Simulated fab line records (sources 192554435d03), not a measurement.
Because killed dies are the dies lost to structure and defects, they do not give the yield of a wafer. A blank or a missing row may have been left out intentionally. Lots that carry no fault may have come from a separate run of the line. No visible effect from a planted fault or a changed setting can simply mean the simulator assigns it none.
Struck lot and sound lot, side by side / flow n5_finfet / 15 steps out of a route of 1938
Sound: the wafers L514.3, L514.4, L514.6. Struck: wafers L524.3, L524.5, L524.6. The cause is given at the end.
Each step with rows lists, per side, the tool, then ch with its chambers, then its first start. Under that, the readings that differ: sound wafers / struck wafers / difference of the means / sigmas: that difference in standard deviations of wafers without a fault.
alike: same words and numbers on both sides, and readings whose means sit less than 2 such deviations apart. not compared: any withheld reading, any reading some wafer has no value for, any bound like >300 that may hide the same value, and any number with overlapping values for which the record gives no deviation.
A row with sigmas, a row that says differs or no value, or rows on one side alone: a step with any of these is where the two part. When numbers do not overlap yet have no deviation, they are printed without sigmas and do not part them. A reading that every wafer of one side lacks parts them only if that side has two wafers or more.

N5_BEOL_M11_OCD_MEAS_38:
  sound on ocd-01 at day 12 16:47; struck on ocd-01 at day 15 06:40
  alike: trench_depth_nm
then, 4 steps without rows for these wafers: N5_BEOL_M11_HM_STRIP_39 (strips TiN in peroxide tin strip, target depth 25 nm, time 158 s); N5_BEOL_M11_SRD_40 (time 30 s); N5_BEOL_M11_PRECLEAN_42 (cleans in residue remover, time 60 s); N5_BEOL_M11_SRD_43 (time 30 s).
N5_BEOL_M11_CD_MEAS_35: target cd 70 nm.
  sound on cd_sem-02 at day 12 16:56; struck on cd_sem-02 at day 15 06:49
  alike: cd_nm
N5_BEOL_M11_CURE_72: cures SiCOH lowk, time 120 s.
  sound on uv_cure-01 ch 2, day 12 17:05; struck on uv_cure-03 ch 0, day 15 06:58
  alike: lamp_power_pct, wafer_temp_C_max
N5_BEOL_M11_DEGAS_44: time 60 s.
  sound on pvd_sputter-01 at day 12 17:30; struck on pvd_sputter-03 at day 15 07:13
  alike: heater_power_w
N5_BEOL_M11_PRE_CLEAN_45: time 30 s.
  sound on pvd_sputter-01 at day 12 17:32; struck on pvd_sputter-03 at day 15 07:16
  alike: heater_power_w
N5_BEOL_M11_ALD_74: deposits TaN, target thk 2 nm, pulse time 2 s, purge time 3 s.
  sound on ald_metal-02 ch 0,1,2, day 12 17:36; struck on ald_metal-02 ch 0,1,3, day 15 07:19
  alike: chamber_pressure_Torr, heater_power_w
N5_BEOL_M11_SURFACE_TREAT_76:
  sound on pvd_sputter-02 at day 12 18:47; struck on pvd_sputter-03 at day 15 07:42
  alike: ar_flow_sccm
  not compared: throttle_valve_pct
then, 1 step without rows for these wafers: N5_BEOL_M11_CVD_75 (deposits Co from CCTBA/H2, target thk 2 nm, time 138.9 s).
N5_BEOL_M11_SPUTTER_48: material Cu, target thk 12 nm, time 2 s.
  sound on pvd_sputter-02 at day 12 19:01; struck on pvd_sputter-02 at day 15 07:55
reading=cathode_dc_power_W (W); sound=26003 25997 26000; struck=20580 20574 20574; difference=-5424; sigmas=-99 or more
  alike: chamber_pressure_pa, throttle_valve_pct
then, 1 step without rows for these wafers: N5_BEOL_M11_ECD_50 (material Cu, target thk 318 nm).
N5_PASSIVATION_PROBE_49:
  only the struck wafers here have rows in the record (prober-01, day 17 06:01); the sound ones have none

WHERE THEY PART
Last at N5_PASSIVATION_PROBE_49 as far as this record goes, first at N5_BEOL_M11_SPUTTER_48.

WHY: what had been put in by the simulator
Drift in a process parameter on pvd_sputter-02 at N5_BEOL_M11_SPUTTER_48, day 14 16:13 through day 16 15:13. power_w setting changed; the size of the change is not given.
